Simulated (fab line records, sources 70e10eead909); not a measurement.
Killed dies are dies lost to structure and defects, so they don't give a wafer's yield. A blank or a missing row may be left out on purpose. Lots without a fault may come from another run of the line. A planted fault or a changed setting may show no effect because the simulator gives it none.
Tool commonality check | flow nand_harc | 12 lots, 36 wafers sampled

WHY IT WAS OPENED
At NHARC_END_SORT_01 the reading killed_at_array is flagged on 2 of 12 lots. Wafers without a fault read 52, standard deviation 17.
Rule: a lot is flagged when every wafer of it that has a number lies more than 4 standard deviations from that mean, or none has a number. The other lots count as sound.

lot  | measured     | on        | killed_at_array, wafer by wafer | flag
L300 | day 25 00:46 | prober-02 | 44 53 39                        |
L301 | day 25 22:43 | prober-02 | 673 676 674                     | FLAGGED
L304 | day 26 17:14 | prober-01 | 674 671 673                     | FLAGGED
L310 | day 28 20:31 | prober-02 | 40 41 42                        |
L313 | day 30 01:58 | prober-01 | 47 63 65                        |
L311 | day 30 11:25 | prober-01 | 47 60 63                        |
L315 | day 30 19:19 | prober-02 | 79 78 89                        |
L314 | day 30 19:20 | prober-01 | 31 28 15                        |
L317 | day 32 18:51 | prober-01 | 56 64 72                        |
L319 | day 33 05:41 | prober-02 | 45 39 27                        |
L320 | day 33 12:10 | prober-01 | 38 53 47                        |
L321 | day 33 21:40 | prober-01 | 43 37 50                        |
The numbers of the flagged lots are 674 on average: +622 against the usual, or +37 standard deviations.

WHICH TOOL RAN EACH LOT
The record holds 4 process steps before the reading, out of a route of 1302 steps. In each cell: the tool, then ch and the chambers that the sampled wafers went through, then the start.
lot  | flag    | NHARC_A_STAIRCASE_DEP_301       | NHARC_A_STAIRCASE_HM_OPEN_463                 | NHARC_A_STAIRCASE_ETCH_315         | NHARC_A_STAIRCASE_STRIP_316
L300 |         | pecvd-04 ch 0,2, day 17 16:17   | rie_diel-04 ch 0,1,2, day 17 17:52 or earlier | rie_diel-04 ch 1,2,3, day 17 17:52 | rie_diel-04 ch 2,3, day 25 00:46 or earlier
L301 | FLAGGED | pecvd-03 ch 1,2, day 18 10:44   | rie_diel-05 ch 0,1,3, day 18 14:58 or earlier | rie_diel-05 ch 1,2,3, day 18 14:58 | rie_diel-05 ch 1,2,3, day 25 22:43 or earlier
L304 | FLAGGED | pecvd-03 ch 0,1,2, day 19 04:01 | rie_diel-05 ch 1,3, day 19 05:42 or earlier   | rie_diel-05 ch 0,1,3, day 19 05:42 | rie_diel-05 ch 0,2, day 26 17:14 or earlier
L310 |         | pecvd-04 ch 0,1,2, day 21 12:41 | rie_diel-04 ch 1,2,3, day 21 14:20 or earlier | rie_diel-04 ch 0,1,2, day 21 14:20 | rie_diel-04 ch 0,1,2, day 28 20:31 or earlier
L313 |         | pecvd-03 ch 0,1, day 22 14:21   | rie_diel-05 ch 0,1,2, day 22 17:01 or earlier | rie_diel-05 ch 1,3, day 22 17:01   | rie_diel-05 ch 0,2,3, day 30 01:58 or earlier
L311 |         | pecvd-04 ch 0,1, day 22 20:14   | rie_diel-05 ch 1,2,3, day 22 21:46 or earlier | rie_diel-05 ch 0,1, day 22 21:46   | rie_diel-05 ch 0,3, day 30 11:25 or earlier
L315 |         | pecvd-04 ch 0,1, day 23 11:41   | rie_diel-10 ch 0,1,3, day 23 14:23 or earlier | rie_diel-10 ch 1,2,3, day 23 14:23 | rie_diel-10 ch 0,3, day 30 19:19 or earlier
L314 |         | pecvd-03 ch 0,1, day 23 16:08   | rie_diel-05 ch 2,3, day 23 17:41 or earlier   | rie_diel-05 ch 1,2, day 23 17:41   | rie_diel-05 ch 0,1,3, day 30 19:20 or earlier
L317 |         | pecvd-02 ch 0,1,2, day 24 23:14 | rie_diel-05 ch 0,2, day 25 00:48 or earlier   | rie_diel-05 ch 0,2, day 25 00:48   | rie_diel-05 ch 0,3, day 32 18:51 or earlier
L319 |         | pecvd-04 ch 1,2, day 25 12:16   | rie_diel-10 ch 0,1,3, day 25 14:02 or earlier | rie_diel-10 ch 1,2,3, day 25 14:02 | rie_diel-10 ch 0,3, day 33 05:41 or earlier
L320 |         | pecvd-04 ch 1,2, day 26 03:53   | rie_diel-04 ch 1,3, day 26 05:25 or earlier   | rie_diel-04 ch 1,2,3, day 26 05:25 | rie_diel-04 ch 1,3, day 33 12:10 or earlier
L321 |         | pecvd-02 ch 0,1,2, day 26 10:32 | rie_diel-04 ch 0,1,2, day 26 12:10 or earlier | rie_diel-04 ch 0,1, day 26 12:10   | rie_diel-04 ch 0,1,2, day 33 21:40 or earlier
What these steps do:
- NHARC_A_STAIRCASE_DEP_301: deposits SiON, target thk 30 nm.
- NHARC_A_STAIRCASE_HM_OPEN_463: chemistry O2/COS.
- NHARC_A_STAIRCASE_ETCH_315: etches the open film in C4F8/O2/Ar, target depth 2500 nm, time 607.1 s.
- NHARC_A_STAIRCASE_STRIP_316: strips in O2.
- NHARC_END_SORT_01

FLAGGED OVER TOTAL, TOOL BY TOOL (the gauges that took the reading come last)
step                          | tool        | lots run | flagged | share of the flagged lots | sound lots run after its first flagged lot
NHARC_A_STAIRCASE_DEP_301     | pecvd-02    | 2        | 0       | none                      | -
NHARC_A_STAIRCASE_DEP_301     | pecvd-03    | 4        | 2       | all                       | 2 (L313,L314)
NHARC_A_STAIRCASE_DEP_301     | pecvd-04    | 6        | 0       | none                      | -
NHARC_A_STAIRCASE_HM_OPEN_463 | rie_diel-04 | 4        | 0       | none                      | -
NHARC_A_STAIRCASE_HM_OPEN_463 | rie_diel-05 | 6        | 2       | all                       | 4 (L313,L311,L314,L317)
NHARC_A_STAIRCASE_HM_OPEN_463 | rie_diel-10 | 2        | 0       | none                      | -
NHARC_A_STAIRCASE_ETCH_315    | rie_diel-04 | 4        | 0       | none                      | -
NHARC_A_STAIRCASE_ETCH_315    | rie_diel-05 | 6        | 2       | all                       | 4 (L313,L311,L314,L317)
NHARC_A_STAIRCASE_ETCH_315    | rie_diel-10 | 2        | 0       | none                      | -
NHARC_A_STAIRCASE_STRIP_316   | rie_diel-04 | 4        | 0       | none                      | -
NHARC_A_STAIRCASE_STRIP_316   | rie_diel-05 | 6        | 2       | all                       | 4 (L313,L311,L314,L317)
NHARC_A_STAIRCASE_STRIP_316   | rie_diel-10 | 2        | 0       | none                      | -
NHARC_END_SORT_01             | prober-01   | 7        | 1       | some                      | 6 (L313,L311,L314,L317,L320,L321)
NHARC_END_SORT_01             | prober-02   | 5        | 1       | some                      | 3 (L310,L315,L319)
NHARC_A_STAIRCASE_HM_OPEN_463 gives no start for some lots, so the hours and the order of its lots are those of NHARC_A_STAIRCASE_ETCH_315. NHARC_A_STAIRCASE_STRIP_316 gives no start for some lots, so the hours and the order of its lots are those of NHARC_END_SORT_01.

WHAT THE TABLE ALLOWS
4 rows of the table ran every flagged lot: pecvd-03 at NHARC_A_STAIRCASE_DEP_301, rie_diel-05 at NHARC_A_STAIRCASE_HM_OPEN_463, rie_diel-05 at NHARC_A_STAIRCASE_ETCH_315, rie_diel-05 at NHARC_A_STAIRCASE_STRIP_316.
- pecvd-03 at NHARC_A_STAIRCASE_DEP_301: 2 of its 4 lots flagged. Sound lots ran on it after the first flagged one (L313, L314), which a lasting fault on the whole tool wouldn't allow.
- rie_diel-05 at NHARC_A_STAIRCASE_HM_OPEN_463: 2 of its 6 lots flagged. Sound lots ran on it after the first flagged one (L313, L311, L314, L317), which a lasting fault on the whole tool wouldn't allow.
- rie_diel-05 at NHARC_A_STAIRCASE_ETCH_315: 2 of its 6 lots flagged. Sound lots ran on it after the first flagged one (L313, L311, L314, L317), which a lasting fault on the whole tool wouldn't allow. On the flagged lots its readings are blank where sound lots have values: bias_w, chamber_pressure_mTorr, oes_product_au, rf_vpp_V.
- rie_diel-05 at NHARC_A_STAIRCASE_STRIP_316: 2 of its 6 lots flagged. Sound lots ran on it after the first flagged one (L313, L311, L314, L317), which a lasting fault on the whole tool wouldn't allow.
No row of the table ran every flagged lot and no sound lot after the first.

WHAT THE SIMULATOR HAD PUT IN
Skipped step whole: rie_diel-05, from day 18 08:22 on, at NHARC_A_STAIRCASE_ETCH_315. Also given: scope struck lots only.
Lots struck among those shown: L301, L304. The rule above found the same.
